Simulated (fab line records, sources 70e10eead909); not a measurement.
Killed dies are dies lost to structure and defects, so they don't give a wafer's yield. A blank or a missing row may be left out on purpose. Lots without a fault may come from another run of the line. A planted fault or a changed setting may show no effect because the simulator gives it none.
Chamber matching | flow nand_harc | NHARC_A_STAIRCASE_CMP_472 on cmp-03: 4 sister chambers
The step polishes SiO2. 8 wafers are shown with their chamber, then 7 later ones without.

WAFERS WITH THEIR CHAMBER
wafer  | chamber | motor_current_A (A)
L078.6 | 3       | 12.7
L084.2 | 2       | 10.9
L084.5 | 2       | 10.9
L086.1 | 3       | 12.5
L086.2 | 0       | 12.8
L086.4 | 1       | 13.3
L088.1 | 0       | 12.8
L088.4 | 1       | 12.7

WAFERS WITHOUT THEIR CHAMBER
wafer  | motor_current_A (A)
L088.5 | 12.7
L092.1 | 12.9
L092.4 | 13.4
L092.6 | 10.5
L094.3 | 12.3
L094.5 | 11.0
L094.6 | 13.6

WHICH CHAMBER EACH WENT THROUGH
wafer  | from the rows above          | in truth
L088.5 | can't be placed: 3 or 0 or 1 | 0
L092.1 | can't be placed: 0 or 1 or 3 | 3
L092.4 | can't be placed: 1 or 0 or 3 | 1
L092.6 | 2                            | 2
L094.3 | can't be placed: 3 or 0 or 1 | 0
L094.5 | 2                            | 2
L094.6 | can't be placed: 1 or 0 or 3 | 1
Placed correctly: 2 of 7. Can't be placed from these rows: 5 (the true chamber is among the candidates in 5). Placed wrongly: 0.
How it was worked out, from the rows above alone: a wafer's distance from a chamber is the root of the sum, over the readings, of the square of ((its reading less the chamber's mean) divided by the reading's scatter). The wafer belongs to the nearest chamber; if the next one is less than 2 further off, it can't be placed. A chamber's mean is the mean of its shown wafers. The scatter: the root of (the sum of the squares of (reading less its chamber's mean) over the shown wafers, divided by (wafers less chambers)).
